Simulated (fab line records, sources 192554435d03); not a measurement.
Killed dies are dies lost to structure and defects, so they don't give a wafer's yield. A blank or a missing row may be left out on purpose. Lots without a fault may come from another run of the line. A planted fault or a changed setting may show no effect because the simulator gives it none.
Which tool did it? | flow n5_finfet | 7 lots, 21 wafers sampled, at 2 steps of a route of 1938

WHAT THE GAUGES READ, wafer by wafer
N5_BEOL_M10_INSPECT_13: inspects for defects (brightfield).
lot  | measured     | on                | raw_defect_count
L463 | day 10 14:43 | defect_inspect-02 | 310 418 400
L469 | day 12 01:59 | defect_inspect-01 | 411 318 293
L470 | day 12 15:32 | defect_inspect-02 | 585 377 315
L476 | day 14 19:10 | defect_inspect-01 | 395 490 452
L481 | day 15 01:12 | defect_inspect-02 | 352 359 440
L485 | day 16 17:38 | defect_inspect-01 | 461 397 427
L483 | day 16 18:17 | defect_inspect-01 | 328 364 304

WHICH TOOL RAN EACH LOT (tool, then ch and the chambers of the sampled wafers, then the start)
lot  | N5_BEOL_M9_CMP_52
L463 | cmp-04 ch 1,3, day 10 11:55
L469 | cmp-03 ch 0,1, day 11 23:45
L470 | cmp-01 ch 0,3, day 12 13:50
L476 | cmp-04 ch 1,2,3, day 14 13:02
L481 | cmp-03 ch 0,3, day 14 21:13
L485 | cmp-03 ch 0,1,3, day 16 14:43
L483 | cmp-03 ch 0,2, day 16 16:10
- N5_BEOL_M9_CMP_52: polishes, stops on SiCOH lowk, t overpolish 7 s, target thk 140 nm.

THE ANSWER, worked out from the rows above alone
Rule: what is usual is taken from the lots themselves. Put in order of their means at a reading, lots are off if they are a third of the lots or fewer, leave a main group of 4 or more, and stand apart from it by a gap of 3 or more times the standard deviation of the main group's means; of several such gaps the widest counts. A main group whose means are all the same, to the digits that the tables above print for the reading, isn't used. A lot without any number at a reading at which 4 lots or more have one is off too. The other lots that the step has rows for count as sound.
No lot is off at any reading shown: from this, nothing can be told.

WHAT THE SIMULATOR HAD PUT IN
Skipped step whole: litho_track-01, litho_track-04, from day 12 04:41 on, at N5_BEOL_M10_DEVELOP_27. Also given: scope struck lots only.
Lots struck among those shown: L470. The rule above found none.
